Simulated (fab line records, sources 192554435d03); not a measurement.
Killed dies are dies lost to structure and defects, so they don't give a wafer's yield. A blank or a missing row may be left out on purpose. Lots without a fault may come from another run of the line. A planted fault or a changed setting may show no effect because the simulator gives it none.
fab line records | flow n5_finfet
record lots=7 wafers=21 last_day=18
route steps=1938 shown BEOL_M9@1434 BEOL_M15@1830 PASSIVATION@1936
lots that met no fault: from a run of the same line without faults
start_h: hours from the record's first day to the start of the lot's first wafer shown | wait_h: hours since the lot's step before | " the same as in the row above | L1.1+2: a row that stands for several wafers | - no value, or no start given | * or withheld: withheld | < > ~ a bound
route shown NAME@n: a module of which the file shows steps, and the number in the route of the first | usual: mean/standard deviation of fault-free wafers | same: alike in all rows | chamber/n: place in a boat | sites: the reading at each site | _std_site: their standard deviation | _edge_site: outer sites' mean less inner sites' | radius_mm: how far each site lies from the wafer's centre | mask NAME#n: copy n | behind: the tool/chamber that last shaped the wafer | hold: why the lot was held/for how many hours/how that ended | device: the transistor (n, p or np) that didn't switch | end of line: the same wafers' tests at the end of the route | a step without rows: its recipe alone | killed: dies lost to structure and defects at the first sort, not the wafer's yield | map: a wafer's dies, x killed, . not, _ none there
set.NAME: the setting as run; set.NAME@STEP: as run at that earlier step | model.NAME: the simulator's own value behind a step, which no gauge read
steps of the route over a sample of lots; a table a step, a row a wafer
services: from which hour (start_h, from the record's first day; less than 0 if before it) a tool's chamber was out of use, for how many hours, and why
## steps
# step N5_BEOL_M9_CD_MEAS_28
# recipe target_cd_nm=70 landing_energy_ev=500 detector=se_inlens polarity=opening
# usual cd_nm=70.1/0.32
# same landing_energy_ev=500
# columns lot.wafer tool chamber start_h wait_h cd_nm
L732.3 cd_sem-01 0 228.04 - 70.2
L732.4 " 0 " " 70.2
L732.6 " 0 " " 70.4
L742.2 cd_sem-03 0 272.97 - 69.8
L742.4 " 0 " " 69.7
L742.6 " 0 " " 70.2
L743.1 cd_sem-01 0 287.38 - 69.9
L743.2 " 0 " " 70.5
L743.4 " 0 " " 70.5
L745.2 cd_sem-03 0 293.22 - 70.0
L745.5 " 0 " " 69.9
L745.6 " 0 " " 69.9
L749.2 cd_sem-03 0 318.38 - 69.9
L749.5 " 0 " " 70.3
L749.6 " 0 " " 69.9
L750.1 cd_sem-02 0 329.29 - 70.1
L750.2 " 0 " " 69.7
L750.3 " 0 " " 70.0
L754.4 cd_sem-02 0 361.18 - 70.5
L754.5 " 0 " " 70.3
L754.6 " 0 " " 70.5
# step N5_BEOL_M9_ETCH_65
# recipe chemistry=CF4 target=SiARC target_depth_a=156 mask_material=CAR-EUV time_s=26 ion_energy_ev=80 pressure_mtorr=40 source_w=545 bias_w=36 Ar_flow_sccm=100 cf4_flow_sccm=100 ends=cleared
# usual drypump_motor_current_A=5.7/0.36 etch_rf_on_time_s=26.1/0.53 oes_product_au=0.68/0.068 rf_vpp_V=184.2/1.2 showerhead_plenum_p_Torr=2.15/0.075 throttle_valve_pct=15.54/0.25
# columns lot.wafer tool chamber start_h wait_h drypump_motor_current_A etch_rf_on_time_s oes_product_au rf_hours_counter_h rf_vpp_V showerhead_plenum_p_Torr throttle_valve_pct
L732.3 rie_diel-03 0 228.28 0.0 5.2 26.0 0.69 73 186.5 2.27 15.26
L732.4 " 2 " " 5.2 26.4 0.63 177 183.0 2.05 15.30
L732.6 " 2 " " 5.2 26.0 0.63 - 182.5 2.05 15.29
L742.2 rie_diel-03 3 273.14 0.0 5.9 25.4 0.81 7 184.0 2.19 15.58
L742.4 " 0 " " 5.2 26.3 0.69 88 184.5 2.26 15.29
L742.6 " 2 " " 5.2 26.7 0.62 - 182.7 2.04 15.33
L743.1 rie_diel-03 2 287.80 0.0 5.2 26.4 0.61 197 182.3 2.04 15.33
L743.2 " 3 " " 5.9 25.6 0.79 13 184.8 2.19 15.59
L743.4 " 0 " " 5.2 26.2 0.68 94 185.9 2.26 15.29
L745.2 rie_diel-06 0 293.40 0.0 5.8 26.3 0.72 73 182.7 2.08 15.65
L745.5 " 1 " " 5.9 25.7 0.70 - 183.6 2.16 15.14
L745.6 " 2 " " 5.3 26.3 0.58 - 182.1 2.13 16.07
L749.2 rie_diel-01 2 318.84 0.0 6.1 24.2 0.87 2 186.3 2.28 15.36
L749.5 " 2 " " 6.1 24.1 0.86 - 186.0 2.28 15.37
L749.6 " 3 " " 6.2 26.2 0.72 - 185.5 2.09 15.48
L750.1 rie_diel-06 2 329.46 0.0 5.2 25.8 0.83 3 184.0 2.12 15.61
L750.2 " 3 " " 5.3 26.0 0.68 113 184.9 2.25 15.74
L750.3 " 0 " " 5.7 25.9 0.71 85 183.0 2.07 15.66
L754.4 rie_diel-06 3 361.35 0.0 5.3 26.0 0.67 121 185.7 2.25 15.75
L754.5 " 1 " " 5.9 25.7 0.68 - 184.1 2.15 15.19
L754.6 " 2 " " 5.2 25.6 0.79 - 183.5 2.12 15.61
# step N5_BEOL_M9_TRENCH_ETCH_37
# recipe chemistry=C4F6/O2 target_depth_a=1514.3 target=SiCOH_lowk time_s=49 ion_energy_ev=250 pressure_mtorr=30 source_w=345 bias_w=185 Ar_flow_sccm=300 C4F6_flow_sccm=10 O2_flow_sccm=10
# usual O2_flow_sccm=10.005/0.03 drypump_motor_current_A=5.7/0.37 oes_product_au=0.79/0.08 rf_vpp_V=662/11 showerhead_plenum_p_Torr=2.85/0.1 throttle_valve_pct=20.78/0.27
# same time_s=49
# columns lot.wafer tool chamber start_h wait_h O2_flow_sccm drypump_motor_current_A oes_product_au rf_hours_counter_h rf_vpp_V showerhead_plenum_p_Torr throttle_valve_pct
L732.3 rie_diel-03 0 228.51 - 9.983 5.2 0.82 73 665 3.02 20.68
L732.4 " 2 " " 9.991 5.2 0.74 177 657 2.70 20.42
L732.6 " 2 " " 9.939 5.2 0.73 - 655 2.70 20.40
L742.2 rie_diel-03 3 273.37 - 10.039 5.8 0.95 8 667 2.92 21.03
L742.4 " 0 " " 9.991 5.2 0.81 88 666 3.02 20.70
L742.6 " 2 " " 9.988 5.2 0.93 - 655 2.70 20.50
L743.1 rie_diel-03 2 288.03 - 9.977 5.2 0.93 197 656 2.69 20.50
L743.2 " 3 " " 10.005 5.9 0.92 13 667 2.91 21.03
L743.4 " 0 " " 10.003 5.3 0.80 94 665 3.01 20.71
L745.2 rie_diel-06 0 293.63 - 10.059 5.8 0.86 73 648 2.73 20.81
L745.5 " 1 " " 9.969 5.9 0.84 - 667 2.86 20.40
L745.6 " 2 " " 10.000 5.2 0.69 - 657 2.82 21.36
L749.2 rie_diel-01 2 319.07 - 9.964 6.1 1.00 2 664 3.00 20.59
L749.5 " 2 " " 9.985 6.1 0.99 - 663 3.00 20.58
L749.6 " 3 " " 9.997 6.2 0.83 - 686 2.77 20.72
L750.1 rie_diel-06 2 329.69 - 10.005 5.2 0.96 3 659 2.82 21.01
L750.2 " 3 " " 10.018 5.3 0.79 113 672 2.98 21.02
L750.3 " 0 " " 10.003 5.8 0.83 85 645 2.73 20.80
L754.4 rie_diel-06 3 361.58 - 10.034 5.3 0.77 121 674 2.98 21.03
L754.5 " 1 " " 10.050 5.9 0.81 - 667 2.85 20.42
L754.6 " 2 " " 10.027 5.2 0.92 - 657 2.82 21.03
# step N5_BEOL_M9_OCD_MEAS_38
# usual trench_depth_nm=150.8/2.7
# columns lot.wafer tool chamber start_h wait_h trench_depth_nm
L732.3 ocd-01 - 228.69 - 152.6
L732.4 " - " " 148.4
L732.6 " - " " 148.2
L742.2 ocd-01 - 273.54 - 154.8
L742.4 " - " " 153.2
L742.6 " - " " 216.0
L743.1 ocd-02 - 292.66 - 218.0
L743.2 " - " " 154.8
L743.4 " - " " 153.0
L745.2 ocd-01 - 293.81 - 152.3
L745.5 " - " " 153.2
L745.6 " - " " 149.1
L749.2 ocd-02 - 319.25 - 158.9
L749.5 " - " " 156.7
L749.6 " - " " 150.0
L750.1 ocd-02 - 329.87 - 152.0
L750.2 " - " " 149.3
L750.3 " - " " 151.5
L754.4 ocd-01 - 361.76 - 149.7
L754.5 " - " " 153.8
L754.6 " - " " 152.5
# step N5_BEOL_M9_SURFACE_TREAT_79
# recipe gas=Ar time_s=* ion_energy_ev=* ion_current_ma_cm2=0.5 pressure_mtorr=* ar_flow_sccm=30
# usual throttle_valve_pct=*
# same time_s=*
# columns lot.wafer tool chamber start_h wait_h throttle_valve_pct
L732.3 pvd_sputter-03 - 230.93 0.2 *
L732.4 " - " " *
L732.6 " - " " *
L742.2 pvd_sputter-02 - 274.88 0.2 *
L742.4 " - " " *
L742.6 " - " " *
L743.1 pvd_sputter-03 - 294.87 0.2 *
L743.2 " - " " *
L743.4 " - " " *
L745.2 pvd_sputter-02 - 295.06 0.3 *
L745.5 " - " " *
L745.6 " - " " *
L749.2 pvd_sputter-01 - 320.47 0.2 *
L749.5 " - " " *
L749.6 " - " " *
L750.1 pvd_sputter-01 - 330.95 0.2 *
L750.2 " - " " *
L750.3 " - " " *
L754.4 pvd_sputter-02 - 363.99 0.5 *
L754.5 " - " " *
L754.6 " - " " *
# step N5_BEOL_M9_THK_MEAS_53
# recipe thk_meas_gauge=xrf reads=Cu_of_BEOL_M9_ECD_50
# usual M9_THK=138.0/3
# columns lot.wafer tool chamber start_h wait_h M9_THK[nm]
L732.3 film_metro-02 - 232.01 - 139.7
L732.4 " - " " 134.8
L732.6 " - " " 136.2
L742.2 film_metro-02 - 276.08 - 141.8
L742.4 " - " " 141.0
L742.6 " - " " 201.4
L745.2 film_metro-02 - 296.13 - 141.1
L745.5 " - " " 140.6
L745.6 " - " " 136.9
L743.1 film_metro-01 - 296.38 - 202.8
L743.2 " - " " 140.3
L743.4 " - " " 140.0
L749.2 film_metro-02 - 323.67 - 147.0
L749.5 " - " " 145.4
L749.6 " - " " 138.3
L750.1 film_metro-01 - 332.30 - 139.6
L750.2 " - " " 138.0
L750.3 " - " " 140.8
L754.4 film_metro-01 - 366.14 - 137.3
L754.5 " - " " 142.3
L754.6 " - " " 140.1
# step N5_BEOL_M9_RS_MEAS_57
# recipe thk_meas_gauge=four-point-probe reads=Cu_of_BEOL_M9_ECD_50+Co_of_BEOL_M9_CVD_78+TaN_of_BEOL_M9_ALD_74
# usual M9_RS=0.151/0.0033
# columns lot.wafer tool chamber start_h wait_h M9_RS[ohm/sq]
L732.3 film_metro-02 - 232.14 0.1 0.150
L732.4 " - " " 0.155
L732.6 " - " " 0.154
L742.2 film_metro-01 - 276.22 0.1 0.145
L742.4 " - " " 0.147
L742.6 " - " " 0.099
L745.2 film_metro-02 - 296.26 0.1 0.149
L745.5 " - " " 0.148
L745.6 " - " " 0.154
L743.1 film_metro-01 - 296.52 0.1 0.100
L743.2 " - " " 0.148
L743.4 " - " " 0.150
L749.2 film_metro-01 - 323.80 0.1 0.141
L749.5 " - " " 0.142
L749.6 " - " " 0.151
L750.1 film_metro-01 - 332.44 0.1 0.150
L750.2 " - " " 0.151
L750.3 " - " " 0.148
L754.4 film_metro-02 - 366.28 0.0 0.152
L754.5 " - " " 0.147
L754.6 " - " " 0.149
# step N5_BEOL_M15_RC_MEAS_101
# usual COMB_M10=1.45e-11/2.9e-12 COMB_M11=1.42e-11/2.7e-12 COMB_M12=6.3e-12/1.3e-12 COMB_M12_max_site=9.1e-12/1.9e-12 COMB_M13=4.7e-12/9.7e-13 COMB_M14=3.6e-12/8.5e-13 COMB_M15=2.5e-12/6.5e-13 COMB_M5=3.6e-11/7.1e-12 COMB_M5_max_site=5.2e-11/1.1e-11 COMB_M6=2.6e-11/5.5e-12 COMB_M7=2.4e-11/5.4e-12 COMB_M8=2.6e-11/4.7e-12 SERP_M10=3.10/0.07 SERP_M11=3.06/0.083 SERP_M12=0.635/0.016 SERP_M13=0.309/0.0072 SERP_M14=0.164/0.0046 SERP_M5=39.9/1.6 SERP_M6=14.3/0.57 SERP_M7=13.8/0.56 SERP_M8=13.9/0.46 SERP_M9=3.07/0.08 SERP_M9_max_site=3.16/0.095
# columns lot.wafer tool chamber start_h wait_h COMB_M10[S/m] COMB_M11[S/m] COMB_M12[S/m] COMB_M12_max_site[S/m] COMB_M13[S/m] COMB_M14[S/m] COMB_M15[S/m] COMB_M5[S/m] COMB_M5_max_site[S/m] COMB_M6[S/m] COMB_M7[S/m] COMB_M8[S/m] SERP_M10[ohm/um] SERP_M11[ohm/um] SERP_M12[ohm/um] SERP_M13[ohm/um] SERP_M14[ohm/um] SERP_M5[ohm/um] SERP_M6[ohm/um] SERP_M7[ohm/um] SERP_M8[ohm/um] SERP_M9[ohm/um] SERP_M9_max_site[ohm/um]
L732.3 prober-02 0 276.16 0.3 1.61e-11 1.63e-11 5.9e-12 9e-12 5.3e-12 3.7e-12 2.9e-12 4e-11 6.3e-11 2.6e-11 1.9e-11 2.4e-11 2.99 3.03 0.642 0.317 0.167 37.5 14.3 13.8 14.4 3.01 3.19
L732.4 " 0 " " 2.02e-11 1.68e-11 7e-12 9.7e-12 4.3e-12 3.5e-12 2.2e-12 3.3e-11 5.2e-11 2.2e-11 1.9e-11 2.2e-11 3.07 2.99 0.621 0.314 0.167 38.0 14.1 13.8 13.8 3.10 3.26
L732.6 " 0 " " 1.44e-11 1.34e-11 7.1e-12 1.16e-11 6.7e-12 4.8e-12 2e-12 4.9e-11 5.2e-11 2.9e-11 2.3e-11 2.8e-11 3.09 2.99 0.639 0.318 0.169 39.4 14.2 13.7 13.7 3.10 3.18
L742.2 prober-02 0 315.33 0.2 1.63e-11 9.9e-12 5.5e-12 8.1e-12 5e-12 6.3e-12 3.7e-12 3.9e-11 4.8e-11 2.2e-11 2.4e-11 2.1e-11 3.14 2.94 0.648 0.310 0.166 39.2 13.4 14.8 13.8 2.90 3.00
L742.4 " 0 " " 1.57e-11 1.8e-11 6e-12 9.1e-12 4.8e-12 5.4e-12 3.3e-12 4.8e-11 6.9e-11 2.1e-11 2.5e-11 1.9e-11 3.20 3.03 0.650 0.308 0.167 39.9 13.8 15.3 14.6 3.05 3.11
L742.6 " 0 " " 1.36e-11 1.25e-11 5.4e-12 1.09e-11 4.3e-12 4.7e-12 3.7e-12 2.8e-11 5e-11 2e-11 2.1e-11 2.5e-11 3.07 2.98 0.649 0.301 0.171 41.0 13.8 14.6 14.6 2.00 2.04
L745.2 prober-02 0 332.12 0.2 1.96e-11 1.28e-11 7.7e-12 1.16e-11 4.3e-12 5.7e-12 2.5e-12 4.4e-11 5.3e-11 1.6e-11 2.2e-11 2.2e-11 3.07 3.13 0.636 0.310 0.167 41.5 14.5 14.3 14.4 3.03 3.12
L745.5 " 0 " " 1.59e-11 1.12e-11 7e-12 8.3e-12 4.2e-12 4.4e-12 4.2e-12 4.5e-11 5.2e-11 1.7e-11 1.6e-11 3.3e-11 3.03 2.88 0.640 0.303 0.155 39.9 14.9 14.0 14.3 3.02 3.10
L745.6 " 0 " " 1.9e-11 1.43e-11 8.5e-12 1.02e-11 5.7e-12 4.4e-12 2.3e-12 4.2e-11 5.5e-11 2.6e-11 1.5e-11 2.5e-11 3.08 3.16 0.648 0.306 0.162 39.5 14.4 14.0 14.8 3.16 3.23
L743.1 prober-02 0 339.18 0.0 1.89e-11 1.96e-11 6.8e-12 9.8e-12 6.2e-12 5.5e-12 3.5e-12 3.6e-11 3.8e-11 2.4e-11 2.5e-11 2.7e-11 3.03 3.05 0.602 0.312 0.158 40.3 13.7 14.0 14.1 2.01 2.04
L743.2 " 0 " " 1.45e-11 1.36e-11 5.8e-12 8.8e-12 5e-12 3.2e-12 2.5e-12 3.2e-11 3.8e-11 2.5e-11 3.2e-11 2.4e-11 3.16 3.15 0.614 0.295 0.156 39.4 14.5 13.5 13.6 3.01 3.07
L743.4 " 0 " " 1.41e-11 1.43e-11 6.3e-12 9e-12 5.1e-12 3.6e-12 2.1e-12 4e-11 6.2e-11 2.9e-11 2.3e-11 2.9e-11 3.04 3.08 0.639 0.304 0.166 40.7 13.7 13.2 14.3 3.06 3.19
L749.2 prober-02 0 374.20 0.2 1.2e-11 1.66e-11 5.7e-12 7.5e-12 6.4e-12 4.2e-12 2.8e-12 3.9e-11 6e-11 2.3e-11 3.7e-11 3.6e-11 3.10 3.27 0.663 0.302 0.166 41.2 14.6 14.7 14.4 2.81 2.88
L749.5 " 0 " " 1.34e-11 1.54e-11 6.5e-12 1.1e-11 5.9e-12 3.9e-12 3.3e-12 4e-11 4.8e-11 2.2e-11 2.2e-11 2.8e-11 3.00 3.01 0.664 0.309 0.161 42.2 15.2 13.7 14.3 2.84 2.90
L749.6 " 0 " " 1.22e-11 1.68e-11 6.8e-12 9.5e-12 5.2e-12 2.7e-12 2.8e-12 4.4e-11 6.7e-11 3.1e-11 2.6e-11 2.6e-11 3.16 3.05 0.656 0.311 0.168 40.0 14.4 14.9 14.4 3.04 3.15
L750.1 prober-01 0 375.69 0.0 1.28e-11 1.47e-11 4.6e-12 8.6e-12 4.7e-12 2.8e-12 2.2e-12 3.9e-11 4.9e-11 3.2e-11 1.5e-11 2.8e-11 3.10 3.16 0.621 0.295 0.163 41.3 14.7 13.3 13.2 3.02 3.08
L750.2 " 0 " " 1.41e-11 1.34e-11 5.6e-12 6.9e-12 4e-12 3.7e-12 2.8e-12 3.5e-11 5.9e-11 2.7e-11 2.3e-11 2.7e-11 3.21 3.07 0.655 0.305 0.163 41.8 14.6 13.0 14.0 3.13 3.21
L750.3 " 0 " " 1.17e-11 1.62e-11 4.7e-12 9.8e-12 3.7e-12 3.9e-12 2.9e-12 4.2e-11 6.4e-11 3.6e-11 1.8e-11 2.6e-11 3.07 2.94 0.615 0.316 0.157 42.4 13.5 12.9 13.4 3.08 3.20
L754.4 prober-01 0 408.41 0.5 1.32e-11 1.39e-11 4.7e-12 8.1e-12 6.3e-12 3.1e-12 1.1e-12 3.5e-11 5.4e-11 2.2e-11 2.1e-11 2.5e-11 3.05 3.05 0.624 0.313 0.157 36.1 14.0 13.2 14.0 3.11 3.20
L754.5 " 0 " " 1.2e-11 1.52e-11 4.9e-12 7.3e-12 4.3e-12 3.3e-12 2e-12 2.4e-11 4.3e-11 3.2e-11 2.8e-11 2.4e-11 3.04 3.05 0.639 0.310 0.172 37.4 13.9 14.1 14.0 2.99 3.07
L754.6 " 0 " " 9.2e-12 1.29e-11 7.6e-12 1.1e-11 3.8e-12 3.2e-12 1.8e-12 4.5e-11 5e-11 2.5e-11 2e-11 2.7e-11 3.05 2.99 0.613 0.302 0.165 35.1 14.8 13.7 12.7 3.05 3.13
# sites SERP_M9 radius_mm=0,75,75,75,75,140,140,140,140
L732.3 2.94 2.94 2.94 3.01 2.95 3.18 3.10 3.19 3.11
L742.2 2.90 3.00 2.90 2.98 2.93 2.88 2.85 2.86 2.84
L745.2 2.92 2.95 3.03 2.98 2.95 3.03 3.12 3.09 3.06
L743.1 2.04 2.03 2.01 2.03 2.03 1.99 1.97 1.97 1.96
L749.2 2.85 2.87 2.81 2.88 2.82 2.79 2.77 2.80 2.73
L750.1 3.04 3.08 3.02 3.02 3.03 3.02 2.97 3.01 3.07
L754.4 3.12 3.12 3.20 3.14 3.11 2.98 3.11 3.09 3.01
# step N5_PASSIVATION_PROBE_49
# usual defect_limited_yield=91.7/1.5 killed_at_M0_to_M3=32/9.6 killed_at_M4_up=13/5.3 killed_at_contacts=12/6.8 killed_at_front_end=36/9.8 killed_at_other=4/3.1 killed_dies=98/17 killed_open=65/13 killed_short=32/8.5 sort_bin_5_function=4.9/0.93 sort_bin_6_memory=3.2/0.67 sort_bin_8_speed=0.00/0.02 sort_n_pass=1082/17 sort_yield_pct=91.7/1.4
# same gross_dies=1180 killed_at_back_side=0 sort_bin_4_leakage[%]=0
# columns lot.wafer tool chamber start_h wait_h defect_limited_yield[%] killed_at_M0_to_M3 killed_at_M4_up killed_at_contacts killed_at_front_end killed_at_other killed_dies killed_open killed_short sort_bin_5_function[%] sort_bin_6_memory[%] sort_bin_8_speed[%] sort_n_pass sort_yield_pct[%]
L750.1 prober-02 - 388.96 0.0 90.3 39 8 14 45 9 115 74 41 6.4 3.1 0 1065 90.3
L750.2 prober-02 - 389.01 0.1 90.0 49 14 19 35 1 118 76 42 6.3 3.3 0 1062 90.0
L750.3 prober-02 - 389.06 0.1 89.3 64 15 11 31 5 126 83 43 6.0 4.4 0 1054 89.3
# killed by level:class
L750.1 FIN_SAQP:geometric_particle:open=14 FIN_SAQP:geometric_particle:short=12 MOL_CONTACT_COAG:geometric_particle:open=11 BEOL_M0_SAQP:geometric_particle:short=11 BEOL_M0:geometric_particle:open=7 BEOL_M1:geometric_particle:open=6 BEOL_M2:geometric_particle:open=6 DUMMY_GATE:geometric_particle:open=5
L750.2 MOL_CONTACT_COAG:geometric_particle:open=17 BEOL_M0_SAQP:geometric_particle:short=15 BEOL_M1:geometric_particle:open=12 BEOL_M0_SAQP:geometric_particle:open=9 BEOL_M4:geometric_particle:open=8 FIN_SAQP:geometric_particle:open=6 BEOL_M2:geometric_particle:open=5 STARTING-WAFER:geometric_particle:open=5
L750.3 BEOL_M0_SAQP:geometric_particle:open=25 BEOL_M0_SAQP:geometric_particle:short=20 FIN_SAQP:geometric_particle:open=13 FIN_SAQP:geometric_particle:short=9 BEOL_M2:geometric_particle:open=9 MOL_CONTACT_COAG:geometric_particle:open=6 MOL_CONTACT_COAG:geometric_particle:short=5 BEOL_M0:geometric_particle:open=4
## services
# columns tool chamber start_h hours kind
rie_diel-06 1 206.40 12.2 repair
rie_diel-06 - 215.37 0.3 repair
rie_diel-03 3 218.34 1.6 repair
rie_diel-03 - 218.39 7.2 repair
rie_diel-03 3 231.56 - clean
rie_diel-03 3 231.56 - consumable_replace:focus_ring
rie_diel-03 3 231.56 15.0 scheduled_down
rie_diel-03 3 231.56 15.0 vent_cycle
rie_diel-06 3 248.87 4.0 repair
rie_diel-01 1 271.31 18.5 repair
rie_diel-01 2 282.41 8.8 repair
rie_diel-01 2 291.30 - clean
rie_diel-01 2 291.30 - consumable_replace:focus_ring
rie_diel-01 2 291.30 - consumable_replace:showerhead
rie_diel-01 2 291.30 21.6 scheduled_down
rie_diel-01 2 291.30 21.6 vent_cycle
rie_diel-06 2 303.58 - clean
rie_diel-06 2 303.58 - consumable_replace:focus_ring
rie_diel-06 2 303.58 16.4 scheduled_down
rie_diel-06 2 303.58 16.4 vent_cycle
rie_diel-01 - 346.57 2.8 pm
rie_diel-06 - 363.32 2.8 pm
## key
first_sign step=N5_BEOL_M9_OCD_MEAS_38 reading=trench_depth_nm direction=up sigmas=25 usual=150.8 struck=217.0
effect step=N5_BEOL_M9_THK_MEAS_53 reading=M9_THK direction=up sigmas=22 usual=138.0 struck=202.1
effect step=N5_BEOL_M9_RS_MEAS_57 reading=M9_RS direction=down sigmas=15 usual=0.151 struck=0.099
effect step=N5_BEOL_M15_RC_MEAS_101 reading=SERP_M9 direction=down sigmas=13 usual=3.07 struck=2.01
met_at N5_BEOL_M9_TRENCH_ETCH_37
struck_lots L742,L743
struck_wafers L742.6,L743.1
not_acting_at N5_BEOL_M9_CD_MEAS_28,N5_BEOL_M9_ETCH_65,N5_BEOL_M9_SURFACE_TREAT_79
onset_between 228.51 273.37
fault kind=process_parameter_drift tool=rie_diel-03 chamber=2 onset_h=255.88 steps=N5_BEOL_M9_TRENCH_ETCH_37 channel=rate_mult offset=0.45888 shape=step end_h=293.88
